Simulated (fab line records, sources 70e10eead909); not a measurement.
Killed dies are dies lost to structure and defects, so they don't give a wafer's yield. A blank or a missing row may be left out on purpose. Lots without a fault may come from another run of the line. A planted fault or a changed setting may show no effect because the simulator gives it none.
Which tool did it? | flow nand_harc | 11 lots, 33 wafers sampled, at 5 steps of a route of 1302

WHAT THE GAUGES READ, wafer by wafer
NHARC_P_M0_CD_MEAS_09: target cd 90 nm.
lot  | measured     | on        | cd_nm (nm)
L289 | day 6 01:14  | cd_sem-02 | 89.5 89.9 89.5
L292 | day 7 03:53  | cd_sem-01 | 90.0 90.5 90.2
L294 | day 8 01:58  | cd_sem-01 | 90.0 90.1 90.7
L297 | day 9 05:19  | cd_sem-01 | 91.6 91.2 91.7
L296 | day 9 05:44  | cd_sem-03 | 92.2 92.7 92.6
L305 | day 12 19:43 | cd_sem-03 | 89.1 90.3 89.9
L306 | day 13 09:09 | cd_sem-01 | 89.3 89.3 90.4
L307 | day 13 10:05 | cd_sem-02 | 90.4 90.1 90.2
L309 | day 14 08:53 | cd_sem-01 | 90.0 90.4 90.2
L310 | day 14 21:06 | cd_sem-02 | 90.3 89.5 89.9
L312 | day 15 18:38 | cd_sem-03 | 90.4 90.1 89.8

WHICH TOOL RAN EACH LOT (tool, then ch and the chambers of the sampled wafers, then the start)
lot  | NHARC_P_CONTACT_DESCUM_17          | NHARC_P_CONTACT_STRIP_28           | NHARC_P_CONTACT_ALD_22              | NHARC_P_M0_PEB_07
L289 | rie_diel-11 ch 0,2,3, day 5 21:16  | rie_diel-12 ch 0,2,3, day 5 22:13  | ald_metal-01 ch 0,1, day 5 23:05    | litho_track-04 ch 0, day 6 01:09
L292 | rie_diel-12 ch 0,1,3, day 6 23:54  | rie_diel-07 ch 0,1,2, day 7 00:51  | ald_metal-01 ch 1,2,3, day 7 01:44  | litho_track-06 ch 0, day 7 03:48
L294 | rie_diel-12 ch 1,2,3, day 7 21:17  | rie_diel-07 ch 0,1,2, day 7 22:23  | ald_metal-04 ch 1,2,3, day 7 23:15  | litho_track-06 ch 0, day 8 01:53
L297 | rie_diel-07 ch 0,2,3, day 9 00:37  | rie_diel-11 ch 0,1, day 9 01:34    | ald_metal-01 ch 1,3, day 9 02:27    | litho_track-06 ch 0, day 9 05:14
L296 | rie_diel-12 ch 0,1,2, day 9 00:49  | rie_diel-07 ch 0,1,2, day 9 01:46  | ald_metal-04 ch 0,2,3, day 9 02:40  | litho_track-06 ch 0, day 9 05:39
L305 | rie_diel-07 ch 0,2,3, day 12 15:52 | rie_diel-12 ch 0,1,2, day 12 16:50 | ald_metal-04 ch 2,3, day 12 17:41   | litho_track-04 ch 0, day 12 19:38
L306 | rie_diel-12 ch 0,1,3, day 13 05:10 | rie_diel-07 ch 0,1, day 13 06:07   | ald_metal-04 ch 2,3, day 13 07:01   | litho_track-04 ch 0, day 13 09:04
L307 | rie_diel-11 ch 1,3, day 13 06:06   | rie_diel-12 ch 0,2, day 13 07:04   | ald_metal-02 ch 0,1, day 13 07:57   | litho_track-01 ch 0, day 13 10:00
L309 | rie_diel-11 ch 0,1,2, day 14 04:22 | rie_diel-11 ch 1,3, day 14 05:17   | ald_metal-01 ch 0,1,2, day 14 06:10 | litho_track-04 ch 0, day 14 08:49
L310 | rie_diel-07 ch 1,3, day 14 16:59   | rie_diel-12 ch 1,3, day 14 18:05   | ald_metal-04 ch 0,2,3, day 14 19:00 | litho_track-06 ch 0, day 14 21:01
L312 | rie_diel-12 ch 0,2, day 15 14:16   | rie_diel-11 ch 0,2,3, day 15 15:43 | ald_metal-02 ch 0,2,3, day 15 16:35 | litho_track-01 ch 0, day 15 18:33
- NHARC_P_CONTACT_DESCUM_17: chemistry O2, time 3 s.
- NHARC_P_CONTACT_STRIP_28: strips in O2.
- NHARC_P_CONTACT_ALD_22: deposits TiN, target thk 3 nm, pulse time 1 s, ald cycles 150.
- NHARC_P_M0_PEB_07: peb time 65 s.

THE ANSWER, worked out from the rows above alone
Rule: what is usual is taken from the lots themselves. Put in order of their means at a reading, lots are off if they are a third of the lots or fewer, leave a main group of 4 or more, and stand apart from it by a gap of 3 or more times the standard deviation of the main group's means; of several such gaps the widest counts. A main group whose means are all the same, to the digits that the tables above print for the reading, isn't used. A lot without any number at a reading at which 4 lots or more have one is off too. The other lots that the step has rows for count as sound.
Off: L297, L296, at NHARC_P_M0_CD_MEAS_09 (cd_nm). The main group: mean 90.0 nm, standard deviation 0.24.
A tool fits if, at a process step before that reading, it ran every lot that is off, and no sound lot after the first of them. The gauges at NHARC_P_M0_CD_MEAS_09 are tried like those tools. None of those tried fits.

WHAT THE SIMULATOR HAD PUT IN
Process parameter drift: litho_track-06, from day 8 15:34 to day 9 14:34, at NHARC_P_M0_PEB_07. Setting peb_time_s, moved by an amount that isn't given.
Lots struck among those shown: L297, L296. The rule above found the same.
